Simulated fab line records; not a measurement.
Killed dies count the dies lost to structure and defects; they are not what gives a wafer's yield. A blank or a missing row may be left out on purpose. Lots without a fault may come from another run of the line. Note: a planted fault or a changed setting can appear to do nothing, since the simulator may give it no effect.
Matching of chambers | flow n5 finfet | rie diel-03 running N5_BEOL_M10_STRIP_36: 4 sister chambers
The step strips in N2/H2. 22 wafers are shown with their chamber, then 11 later ones without.

== WAFERS WITH THEIR CHAMBER ==
wafer  | chamber | drypump motor current A (A) | throttle valve pct (%) | showerhead plenum p Torr (Torr)
L074.2 | 1       | 5.4                         | 23.67                  | 2.57
L074.4 | 3       | 6.3                         | 23.22                  | 2.45
L074.5 | 1       | 5.4                         | 23.67                  | 2.57
L075.1 | 2       | 5.4                         | 23.75                  | 2.54
L075.3 | 3       | 6.3                         | 23.19                  | 2.45
L075.5 | 3       | 6.3                         | 23.22                  | 2.45
L076.1 | 0       | 6.1                         | 23.66                  | 2.49
L076.2 | 3       | 6.3                         | 23.21                  | 2.45
L076.6 | 1       | 5.4                         | 23.65                  | 2.57
L078.1 | 1       | 5.4                         | 23.62                  | 2.57
L078.2 | 2       | 5.4                         | 23.77                  | 2.54
L078.6 | 3       | 6.3                         | 23.19                  | 2.45
L081.2 | 2       | 5.4                         | 23.77                  | 2.53
L081.3 | 3       | 6.3                         | 23.19                  | 2.45
L081.5 | 0       | 6.1                         | 23.66                  | 2.48
L084.1 | 3       | 6.3                         | 23.23                  | 2.44
L084.3 | 1       | 5.5                         | 23.67                  | 2.57
L084.6 | 0       | 6.1                         | 23.66                  | 2.48
L086.4 | 2       | 5.4                         | 23.75                  | 2.53
L086.5 | 1       | 5.5                         | 23.65                  | 2.57
L086.6 | 2       | 5.4                         | 23.77                  | 2.53
L089.3 | 1       | 5.5                         | 23.68                  | 2.56

SIGNATURES (averages over the wafers above)
reading                  | chamber 0 | chamber 1 | chamber 2 | chamber 3 | scatter within a chamber
drypump motor current A  | 6.100     | 5.443     | 5.400     | 6.300     | 0.0309
throttle valve pct       | 23.6600   | 23.6586   | 23.7620   | 23.2071   | 0.0162
showerhead plenum p Torr | 2.4833    | 2.5686    | 2.5340    | 2.4486    | 0.00446
Rule: a wafer's distance from a chamber is the root of the sum, over the readings, of the square of ((its reading less the chamber's mean) divided by the reading's scatter). If the next closest chamber is less than 2 further off than the closest, the wafer can't be placed; otherwise it belongs to the closest. The scatter is the square root of a quotient: the sum, over the shown wafers, of each reading's squared deviation from its chamber's mean, divided by wafers minus chambers.

== WAFERS WITHOUT THEIR CHAMBER ==
wafer  | drypump motor current A (A) | throttle valve pct (%) | showerhead plenum p Torr (Torr)
L089.4 | 6.1                         | 23.67                  | 2.48
L089.6 | 6.1                         | 23.66                  | 2.48
L087.1 | 5.5                         | 23.68                  | 2.56
L087.3 | 5.4                         | 23.77                  | 2.53
L087.5 | 6.1                         | 23.66                  | 2.47
L090.1 | 5.4                         | 23.75                  | 2.52
L090.4 | 6.1                         | 23.69                  | 2.47
L090.6 | 6.3                         | 23.22                  | 2.44
L096.4 | 6.3                         | 23.24                  | 2.43
L096.5 | 5.4                         | 23.82                  | 2.52
L096.6 | 6.3                         | 23.29                  | 2.43

== THE CHAMBER EACH PASSED THROUGH ==
wafer  | from the rows above | in truth
L089.4 | 0                   | 0
L089.6 | 0                   | 0
L087.1 | 1                   | 1
L087.3 | 2                   | 2
L087.5 | 0                   | 0
L090.1 | 2                   | 2
L090.4 | 0                   | 0
L090.6 | 3                   | 3
L096.4 | 3                   | 3
L096.5 | 2                   | 2
L096.6 | 3                   | 3
Placed correctly: 11 of 11. Left unplaced by these rows: 0. Number placed wrongly: 0.
